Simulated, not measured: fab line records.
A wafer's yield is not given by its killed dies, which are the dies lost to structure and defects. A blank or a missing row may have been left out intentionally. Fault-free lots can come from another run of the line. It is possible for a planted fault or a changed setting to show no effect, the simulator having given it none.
Which tool is to blame? || flow n5 finfet || 24 lots with 72 wafers sampled at 4 steps, on a route of 1938 steps

== WHAT THE GAUGES READ, wafer by wafer ==
N5_BEOL_M7_THK_MEAS_01.
{"lot": "L074", "measured": "day 9 07:04", "on": "film metro-01", "M7_ILD_THK (nm)": "152.2 155.5 155.1"}
{"lot": "L075", "measured": "day 9 16:35", "on": "film metro-02", "M7_ILD_THK (nm)": "151.5 153.9 154.5"}
{"lot": "L076", "measured": "day 10 00:17", "on": "film metro-01", "M7_ILD_THK (nm)": "150.7 155.1 155.1"}
{"lot": "L077", "measured": "day 10 06:20", "on": "film metro-01", "M7_ILD_THK (nm)": "156.2 155.4 157.4"}
{"lot": "L079", "measured": "day 10 07:22", "on": "film metro-02", "M7_ILD_THK (nm)": "154.1 150.8 150.1"}
{"lot": "L078", "measured": "day 10 12:08", "on": "film metro-02", "M7_ILD_THK (nm)": "151.1 152.6 151.2"}
{"lot": "L080", "measured": "day 11 00:30", "on": "film metro-02", "M7_ILD_THK (nm)": "153.7 157.0 156.7"}
{"lot": "L081", "measured": "day 11 05:22", "on": "film metro-02", "M7_ILD_THK (nm)": "150.0 153.2 152.8"}
{"lot": "L082", "measured": "day 11 07:04", "on": "film metro-01", "M7_ILD_THK (nm)": "151.7 153.7 157.0"}
{"lot": "L083", "measured": "day 11 19:08", "on": "film metro-01", "M7_ILD_THK (nm)": "153.3 154.5 155.2"}
{"lot": "L085", "measured": "day 11 20:14", "on": "film metro-01", "M7_ILD_THK (nm)": "149.6 152.3 155.2"}
{"lot": "L084", "measured": "day 12 02:36", "on": "film metro-02", "M7_ILD_THK (nm)": "156.6 154.9 159.9"}
{"lot": "L088", "measured": "day 12 03:49", "on": "film metro-02", "M7_ILD_THK (nm)": "153.3 151.4 156.1"}
{"lot": "L086", "measured": "day 12 07:29", "on": "film metro-02", "M7_ILD_THK (nm)": "152.8 153.9 152.7"}
{"lot": "L087", "measured": "day 13 02:12", "on": "film metro-02", "M7_ILD_THK (nm)": "160.1 158.8 158.0"}
{"lot": "L089", "measured": "day 13 02:27", "on": "film metro-02", "M7_ILD_THK (nm)": "153.4 154.5 155.6"}
{"lot": "L090", "measured": "day 13 07:47", "on": "film metro-02", "M7_ILD_THK (nm)": "156.2 157.2 155.7"}
{"lot": "L091", "measured": "day 14 01:43", "on": "film metro-02", "M7_ILD_THK (nm)": "153.2 151.5 154.9"}
{"lot": "L092", "measured": "day 14 04:32", "on": "film metro-01", "M7_ILD_THK (nm)": "153.1 160.3 158.0"}
{"lot": "L094", "measured": "day 14 05:27", "on": "film metro-01", "M7_ILD_THK (nm)": "152.8 156.5 155.6"}
{"lot": "L096", "measured": "day 14 06:11", "on": "film metro-02", "M7_ILD_THK (nm)": "151.5 153.6 155.1"}
{"lot": "L093", "measured": "day 14 06:35", "on": "film metro-01", "M7_ILD_THK (nm)": "155.2 155.2 157.7"}
{"lot": "L095", "measured": "day 15 01:50", "on": "film metro-01", "M7_ILD_THK (nm)": "156.0 154.2 157.4"}
{"lot": "L097", "measured": "day 15 06:25", "on": "film metro-01", "M7_ILD_THK (nm)": "156.8 154.0 157.9"}

N5_BEOL_M7_CD_MEAS_11: the cd target is 38.5 nm.
{"lot": "L074", "measured": "day 9 08:51", "on": "cd sem-02", "cd nm (nm)": "38.7 38.1 38.4"}
{"lot": "L075", "measured": "day 9 18:20", "on": "cd sem-03", "cd nm (nm)": "38.2 37.3 39.2"}
{"lot": "L076", "measured": "day 10 03:42", "on": "cd sem-02", "cd nm (nm)": "38.5 39.1 37.6"}
{"lot": "L077", "measured": "day 10 09:16", "on": "cd sem-01", "cd nm (nm)": "38.9 37.5 37.7"}
{"lot": "L079", "measured": "day 10 09:31", "on": "cd sem-03", "cd nm (nm)": "38.1 38.7 37.1"}
{"lot": "L078", "measured": "day 10 13:19", "on": "cd sem-02", "cd nm (nm)": "38.5 38.3 38.6"}
{"lot": "L080", "measured": "day 11 01:56", "on": "cd sem-01", "cd nm (nm)": "37.4 37.1 38.4"}
{"lot": "L081", "measured": "day 11 09:27", "on": "cd sem-03", "cd nm (nm)": "39.2 37.8 37.8"}
{"lot": "L082", "measured": "day 11 09:47", "on": "cd sem-03", "cd nm (nm)": "38.1 37.4 38.9"}
{"lot": "L083", "measured": "day 11 19:51", "on": "cd sem-03", "cd nm (nm)": "38.9 38.6 38.5"}
{"lot": "L085", "measured": "day 11 21:16", "on": "cd sem-01", "cd nm (nm)": "38.2 36.9 39.2"}
{"lot": "L084", "measured": "day 12 05:14", "on": "cd sem-02", "cd nm (nm)": "38.8 38.4 39.5"}
{"lot": "L088", "measured": "day 12 05:38", "on": "cd sem-02", "cd nm (nm)": "37.5 39.7 37.1"}
{"lot": "L086", "measured": "day 12 08:56", "on": "cd sem-02", "cd nm (nm)": "38.9 38.2 38.1"}
{"lot": "L087", "measured": "day 13 04:47", "on": "cd sem-02", "cd nm (nm)": "38.5 37.6 39.0"}
{"lot": "L089", "measured": "day 13 05:00", "on": "cd sem-01", "cd nm (nm)": "37.2 37.6 38.7"}
{"lot": "L090", "measured": "day 13 08:52", "on": "cd sem-02", "cd nm (nm)": "37.9 37.9 37.9"}
{"lot": "L091", "measured": "day 14 02:59", "on": "cd sem-01", "cd nm (nm)": "38.7 39.0 39.6"}
{"lot": "L092", "measured": "day 14 05:56", "on": "cd sem-03", "cd nm (nm)": "38.1 37.9 37.6"}
{"lot": "L094", "measured": "day 14 07:32", "on": "cd sem-02", "cd nm (nm)": "37.8 38.8 37.2"}
{"lot": "L096", "measured": "day 14 07:54", "on": "cd sem-02", "cd nm (nm)": "37.8 38.0 39.3"}
{"lot": "L093", "measured": "day 14 08:08", "on": "cd sem-01", "cd nm (nm)": "38.2 38.4 36.6"}
{"lot": "L095", "measured": "day 15 04:08", "on": "cd sem-02", "cd nm (nm)": "37.7 38.2 36.8"}
{"lot": "L097", "measured": "day 15 08:37", "on": "cd sem-01", "cd nm (nm)": "37.0 37.6 37.9"}

N5_BEOL_M7_INSPECT_30: inspects for defects (brightfield).
{"lot": "L074", "measured": "day 9 12:49", "on": "defect inspect-01", "raw defect count": "242 348 308"}
{"lot": "L075", "measured": "day 9 22:16", "on": "defect inspect-01", "raw defect count": "407 386 545"}
{"lot": "L076", "measured": "day 10 05:01", "on": "defect inspect-02", "raw defect count": "659 389 631"}
{"lot": "L077", "measured": "day 10 12:18", "on": "defect inspect-01", "raw defect count": "435 368 486"}
{"lot": "L079", "measured": "day 10 12:11", "on": "defect inspect-01", "raw defect count": "473 412 387"}
{"lot": "L078", "measured": "day 10 16:28", "on": "defect inspect-02", "raw defect count": "408 343 338"}
{"lot": "L080", "measured": "day 11 03:12", "on": "defect inspect-02", "raw defect count": "409 481 499"}
{"lot": "L081", "measured": "day 11 11:35", "on": "defect inspect-01", "raw defect count": "394 364 317"}
{"lot": "L082", "measured": "day 11 11:53", "on": "defect inspect-02", "raw defect count": "383 404 446"}
{"lot": "L083", "measured": "day 11 21:55", "on": "defect inspect-01", "raw defect count": "369 525 370"}
{"lot": "L085", "measured": "day 11 22:20", "on": "defect inspect-02", "raw defect count": "347 446 470"}
{"lot": "L084", "measured": "day 12 07:46", "on": "defect inspect-01", "raw defect count": "348 341 337"}
{"lot": "L088", "measured": "day 12 07:56", "on": "defect inspect-01", "raw defect count": "493 388 417"}
{"lot": "L086", "measured": "day 12 12:41", "on": "defect inspect-01", "raw defect count": "408 404 410"}
{"lot": "L087", "measured": "day 13 07:29", "on": "defect inspect-02", "raw defect count": "380 266 421"}
{"lot": "L089", "measured": "day 13 07:26", "on": "defect inspect-01", "raw defect count": "246 255 433"}
{"lot": "L090", "measured": "day 13 10:43", "on": "defect inspect-01", "raw defect count": "312 354 353"}
{"lot": "L091", "measured": "day 14 05:02", "on": "defect inspect-02", "raw defect count": "464 422 540"}
{"lot": "L092", "measured": "day 14 06:52", "on": "defect inspect-01", "raw defect count": "429 338 329"}
{"lot": "L094", "measured": "day 14 10:37", "on": "defect inspect-02", "raw defect count": "424 512 402"}
{"lot": "L096", "measured": "day 14 10:42", "on": "defect inspect-02", "raw defect count": "286 322 324"}
{"lot": "L093", "measured": "day 14 10:40", "on": "defect inspect-01", "raw defect count": "286 369 284"}
{"lot": "L095", "measured": "day 15 07:20", "on": "defect inspect-02", "raw defect count": "513 348 485"}
{"lot": "L097", "measured": "day 15 11:18", "on": "defect inspect-02", "raw defect count": "338 321 341"}

== WHAT TOOL EACH LOT RAN ON (gives the tool, then ch and the chambers of the sampled wafers, and finally the start) ==
{"lot": "L074", "N5_BEOL_M7_DESCUM_16": "rie diel-02 ch 2,3, day 9 08:56"}
{"lot": "L075", "N5_BEOL_M7_DESCUM_16": "rie diel-03 ch 0,1,2, day 9 18:25"}
{"lot": "L076", "N5_BEOL_M7_DESCUM_16": "rie diel-01 ch 1,2, day 10 03:53"}
{"lot": "L077", "N5_BEOL_M7_DESCUM_16": "rie diel-03 ch 0,1,2, day 10 09:47"}
{"lot": "L079", "N5_BEOL_M7_DESCUM_16": "rie diel-03 ch 0,2,3, day 10 10:04"}
{"lot": "L078", "N5_BEOL_M7_DESCUM_16": "rie diel-03 ch 2,3, day 10 14:32"}
{"lot": "L080", "N5_BEOL_M7_DESCUM_16": "rie diel-03 ch 0,1,2, day 11 02:01"}
{"lot": "L081", "N5_BEOL_M7_DESCUM_16": "rie diel-03 ch 2,3, day 11 09:33"}
{"lot": "L082", "N5_BEOL_M7_DESCUM_16": "rie diel-02 ch 1,2,3, day 11 10:08"}
{"lot": "L083", "N5_BEOL_M7_DESCUM_16": "rie diel-03 ch 0,3, day 11 20:02"}
{"lot": "L085", "N5_BEOL_M7_DESCUM_16": "rie diel-02 ch 0,1,2, day 11 21:21"}
{"lot": "L084", "N5_BEOL_M7_DESCUM_16": "rie diel-02 ch 0,1,2, day 12 05:20"}
{"lot": "L088", "N5_BEOL_M7_DESCUM_16": "rie diel-01 ch 0,2,3, day 12 05:53"}
{"lot": "L086", "N5_BEOL_M7_DESCUM_16": "rie diel-01 ch 0,1,3, day 12 09:04"}
{"lot": "L087", "N5_BEOL_M7_DESCUM_16": "rie diel-03 ch 0,2,3, day 13 04:56"}
{"lot": "L089", "N5_BEOL_M7_DESCUM_16": "rie diel-01 ch 0,1, day 13 05:28"}
{"lot": "L090", "N5_BEOL_M7_DESCUM_16": "rie diel-02 ch 0,1,2, day 13 09:11"}
{"lot": "L091", "N5_BEOL_M7_DESCUM_16": "rie diel-02 ch 0,3, day 14 03:04"}
{"lot": "L092", "N5_BEOL_M7_DESCUM_16": "rie diel-01 ch 0,1,2, day 14 06:01"}
{"lot": "L094", "N5_BEOL_M7_DESCUM_16": "rie diel-01 ch 0,2,3, day 14 07:38"}
{"lot": "L096", "N5_BEOL_M7_DESCUM_16": "rie diel-01 ch 1,2, day 14 07:59"}
{"lot": "L093", "N5_BEOL_M7_DESCUM_16": "rie diel-02 ch 0,1,3, day 14 08:22"}
{"lot": "L095", "N5_BEOL_M7_DESCUM_16": "rie diel-03 ch 1,3, day 15 04:22"}
{"lot": "L097", "N5_BEOL_M7_DESCUM_16": "rie diel-03 ch 0,1, day 15 08:42"}
- N5_BEOL_M7_DESCUM_16: chemistry O2, time 7.9 s.

== AS READ BY THE TOOLS THEMSELVES (means over the sampled wafers that have a number; for cases with no such wafer, the mark the record gives instead) ==
N5_BEOL_M7_DESCUM_16.
{"lot": "L074", "tool": "rie diel-02", "drypump motor current A (A)": 5.7, "oes product au (a.u.)": 0.77, "rf vpp V (V)": 243.4, "showerhead plenum p Torr (Torr)": 2.10, "throttle valve pct (%)": 20.40}
{"lot": "L075", "tool": "rie diel-03", "drypump motor current A (A)": 5.5, "oes product au (a.u.)": 0.79, "rf vpp V (V)": 242.9, "showerhead plenum p Torr (Torr)": 2.10, "throttle valve pct (%)": 20.75}
{"lot": "L076", "tool": "rie diel-01", "drypump motor current A (A)": 5.5, "oes product au (a.u.)": 0.74, "rf vpp V (V)": 243.1, "showerhead plenum p Torr (Torr)": 2.04, "throttle valve pct (%)": 20.35}
{"lot": "L077", "tool": "rie diel-03", "drypump motor current A (A)": 5.4, "oes product au (a.u.)": 0.79, "rf vpp V (V)": 243.1, "showerhead plenum p Torr (Torr)": 2.10, "throttle valve pct (%)": 20.76}
{"lot": "L079", "tool": "rie diel-03", "drypump motor current A (A)": 5.5, "oes product au (a.u.)": 0.81, "rf vpp V (V)": 242.9, "showerhead plenum p Torr (Torr)": 2.08, "throttle valve pct (%)": 20.67}
{"lot": "L078", "tool": "rie diel-03", "drypump motor current A (A)": 5.4, "oes product au (a.u.)": 0.81, "rf vpp V (V)": 243.0, "showerhead plenum p Torr (Torr)": 2.01, "throttle valve pct (%)": 20.59}
{"lot": "L080", "tool": "rie diel-03", "drypump motor current A (A)": 5.5, "oes product au (a.u.)": 0.77, "rf vpp V (V)": 243.4, "showerhead plenum p Torr (Torr)": 2.09, "throttle valve pct (%)": 20.78}
{"lot": "L081", "tool": "rie diel-03", "drypump motor current A (A)": 5.6, "oes product au (a.u.)": 0.87, "rf vpp V (V)": 242.6, "showerhead plenum p Torr (Torr)": 2.03, "throttle valve pct (%)": 20.61}
{"lot": "L082", "tool": "rie diel-02", "drypump motor current A (A)": 5.6, "oes product au (a.u.)": 0.76, "rf vpp V (V)": 242.8, "showerhead plenum p Torr (Torr)": 2.07, "throttle valve pct (%)": 20.52}
{"lot": "L083", "tool": "rie diel-03", "drypump motor current A (A)": 5.3, "oes product au (a.u.)": 0.73, "rf vpp V (V)": 242.1, "showerhead plenum p Torr (Torr)": 2.05, "throttle valve pct (%)": 20.67}
{"lot": "L085", "tool": "rie diel-02", "drypump motor current A (A)": 5.7, "oes product au (a.u.)": 0.80, "rf vpp V (V)": 243.1, "showerhead plenum p Torr (Torr)": 2.08, "throttle valve pct (%)": 20.44}
{"lot": "L084", "tool": "rie diel-02", "drypump motor current A (A)": 5.7, "oes product au (a.u.)": 0.79, "rf vpp V (V)": 242.5, "showerhead plenum p Torr (Torr)": 2.08, "throttle valve pct (%)": 20.45}
{"lot": "L088", "tool": "rie diel-01", "drypump motor current A (A)": 6.2, "oes product au (a.u.)": 0.70, "rf vpp V (V)": 242.3, "showerhead plenum p Torr (Torr)": 2.09, "throttle valve pct (%)": 20.57}
{"lot": "L086", "tool": "rie diel-01", "drypump motor current A (A)": 5.9, "oes product au (a.u.)": 0.70, "rf vpp V (V)": 241.4, "showerhead plenum p Torr (Torr)": 2.02, "throttle valve pct (%)": 20.67}
{"lot": "L087", "tool": "rie diel-03", "drypump motor current A (A)": 5.5, "oes product au (a.u.)": 0.78, "rf vpp V (V)": 242.9, "showerhead plenum p Torr (Torr)": 2.07, "throttle valve pct (%)": 20.72}
{"lot": "L089", "tool": "rie diel-01", "drypump motor current A (A)": 6.0, "oes product au (a.u.)": 0.71, "rf vpp V (V)": 242.3, "showerhead plenum p Torr (Torr)": 2.04, "throttle valve pct (%)": 20.43}
{"lot": "L090", "tool": "rie diel-02", "drypump motor current A (A)": 5.7, "oes product au (a.u.)": 0.79, "rf vpp V (V)": 243.4, "showerhead plenum p Torr (Torr)": 2.07, "throttle valve pct (%)": 20.46}
{"lot": "L091", "tool": "rie diel-02", "drypump motor current A (A)": 5.5, "oes product au (a.u.)": 0.84, "rf vpp V (V)": 243.8, "showerhead plenum p Torr (Torr)": 2.13, "throttle valve pct (%)": 20.25}
{"lot": "L092", "tool": "rie diel-01", "drypump motor current A (A)": 5.9, "oes product au (a.u.)": 0.71, "rf vpp V (V)": 242.2, "showerhead plenum p Torr (Torr)": 2.07, "throttle valve pct (%)": 20.37}
{"lot": "L094", "tool": "rie diel-01", "drypump motor current A (A)": 6.2, "oes product au (a.u.)": 0.69, "rf vpp V (V)": 243.3, "showerhead plenum p Torr (Torr)": 2.08, "throttle valve pct (%)": 20.60}
{"lot": "L096", "tool": "rie diel-01", "drypump motor current A (A)": 5.8, "oes product au (a.u.)": 0.72, "rf vpp V (V)": 243.4, "showerhead plenum p Torr (Torr)": 2.10, "throttle valve pct (%)": 20.31}
{"lot": "L093", "tool": "rie diel-02", "drypump motor current A (A)": 5.5, "oes product au (a.u.)": 0.79, "rf vpp V (V)": 242.9, "showerhead plenum p Torr (Torr)": 2.09, "throttle valve pct (%)": 20.47}
{"lot": "L095", "tool": "rie diel-03", "drypump motor current A (A)": 5.2, "oes product au (a.u.)": 0.78, "rf vpp V (V)": 241.0, "showerhead plenum p Torr (Torr)": 2.00, "throttle valve pct (%)": 20.59}
{"lot": "L097", "tool": "rie diel-03", "drypump motor current A (A)": 5.2, "oes product au (a.u.)": 0.83, "rf vpp V (V)": 242.5, "showerhead plenum p Torr (Torr)": 2.08, "throttle valve pct (%)": 20.65}

== THE ANSWER, worked out from the rows above alone ==
Rule: what is usual is taken from the lots themselves. Put in order of their means at a reading, lots are off if they are a third of the lots or fewer, leave a main group of 4 or more, and stand apart from it by a gap of 3 or more times the standard deviation of the main group's means; of several such gaps the widest counts. A main group whose means are all the same, to the digits that the tables above print for the reading, isn't used. A lot without any number at a reading at which 4 lots or more have one is off too. Any other lot the step has rows for is counted as sound. After the gauges, taken in route order, come the tools' own readings; for these a lot's mean is taken, as printed above. The first step at which some lot is off is used, and at that step the reading that is off furthest; a lot without a number counts as furthest.
No lot is off at any reading shown: from this, nothing can be told.

== WHAT HAD BEEN PUT IN BY THE SIMULATOR ==
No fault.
